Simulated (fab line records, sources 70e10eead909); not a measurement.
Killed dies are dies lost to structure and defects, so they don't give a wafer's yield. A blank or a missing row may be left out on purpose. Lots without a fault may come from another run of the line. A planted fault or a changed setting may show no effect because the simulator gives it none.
Problem report in the 8D (eight disciplines) form, filled by code | flow nand_harc | the parts of the form that need people (team, actions taken, sign-off) are left out

1. THE PROBLEM
rf_fwd_power_W at NHARC_A_STAIRCASE_DEP_301 reads a mean of 207.6 W on 1 wafer of 1 lot; wafers without a fault read 348.4 W with a standard deviation of 1.3. That is -99 or more standard deviations from the usual mean.
The step: deposits SiON, target thk 30 nm.
First seen on wafer L849.3, day 14 04:39, on pecvd-04. The record holds 36 wafers of 12 lots with a number at this step. Rule for "out", or "out of limits": more than 4 standard deviations from the usual mean. The other wafers with a number count as sound.

2. WHAT IT IS AND WHAT IT IS NOT
question                    | is                               | is not
which readings at this step | rf_fwd_power_W, showerhead_vpp_V | heater_power_w
which lots                  | L849                             | L839, L842, L843, L844, L855, L857, L858, L859, L860, L861, L862
which wafers of those lots  | L849.3                           | L849.1, L849.6
read on which tools         | pecvd-04                         | pecvd-02, pecvd-03
when                        | from day 14 04:39                | up to then (14 sound wafers); but 21 sound wafers of L855, L857, L858, L859, L860, L861, L862 came after

3. SUSPECTS, AND WHAT RULES EACH OUT
Counting: a tool at a process step up to the reading stays a suspect if it ran every lot that is out. Sound lots after the first of them don't rule it out here, since some wafers of a struck lot are sound.
- rie_diel-11 at NHARC_A_STAIRCASE_ETCH_234 (etches the open film in C4F8/O2, target depth 100 nm, time 40.5 s): kept. It ran the lot that is out, L849 (day 13 17:13); its last sound lot up to then is L839 (day 11 07:58). NHARC_A_STAIRCASE_ETCH_234 gives no start for some lots, so the hours and the order of its lots are those of NHARC_A_STAIRCASE_ETCH_292.
- rie_diel-03 at NHARC_A_STAIRCASE_ETCH_292 (etches the open film in CF4/CHF3): kept. It ran the lot that is out, L849 (day 13 17:13); its last sound lot up to then is L839 (day 11 07:58).
- pecvd-04 at NHARC_A_STAIRCASE_DEP_301 (deposits SiON, target thk 30 nm): kept. It ran the lot that is out, L849 (day 14 04:39); its last sound lot up to then is L843 (day 12 16:55). Its own readings are out on those wafers: rf_fwd_power_W, showerhead_vpp_V.
- Within pecvd-04 at NHARC_A_STAIRCASE_DEP_301: the wafers that are out ran in chamber 0; their sound lot-mates ran in chamber 1.
Left after counting: rie_diel-11 at NHARC_A_STAIRCASE_ETCH_234, rie_diel-03 at NHARC_A_STAIRCASE_ETCH_292, pecvd-04 at NHARC_A_STAIRCASE_DEP_301.

4. THE CAUSE (what the simulator had put in)
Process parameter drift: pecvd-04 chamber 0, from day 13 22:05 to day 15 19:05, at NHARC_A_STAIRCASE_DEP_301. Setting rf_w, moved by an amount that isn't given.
Counting left 3 suspects, and this tool is among them.

5. THE CHAIN OF EFFECTS, in route order
Each row: a reading whose mean over the struck wafers that have a number lies more than 3 standard deviations from the usual. Only readings for which the record gives a usual standard deviation are gone through. hours: the time from each lot's start at the first step in this table that gives one to its start at this step, as a median over the lots. sigmas: the change in usual standard deviations.
hours | step                      | reading          | usual   | on struck wafers | change | sigmas
0     | NHARC_A_STAIRCASE_DEP_301 | rf_fwd_power_W   | 348.4 W | 207.6            | -140.8 | -99 or more
0     | NHARC_A_STAIRCASE_DEP_301 | showerhead_vpp_V | 1129 V  | 866              | -263   | -6.6
The process steps in it:
- NHARC_A_STAIRCASE_DEP_301: deposits SiON, target thk 30 nm.
Later measuring or inspecting steps at which every struck wafer that the step has a row for has a number for every such reading, and none has moved that far: NHARC_END_SORT_01.

6. WHAT WOULD HAVE CAUGHT IT SOONER
In this record the first reading out of limits was taken at day 14 04:39, 7 hours after the fault began at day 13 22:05.
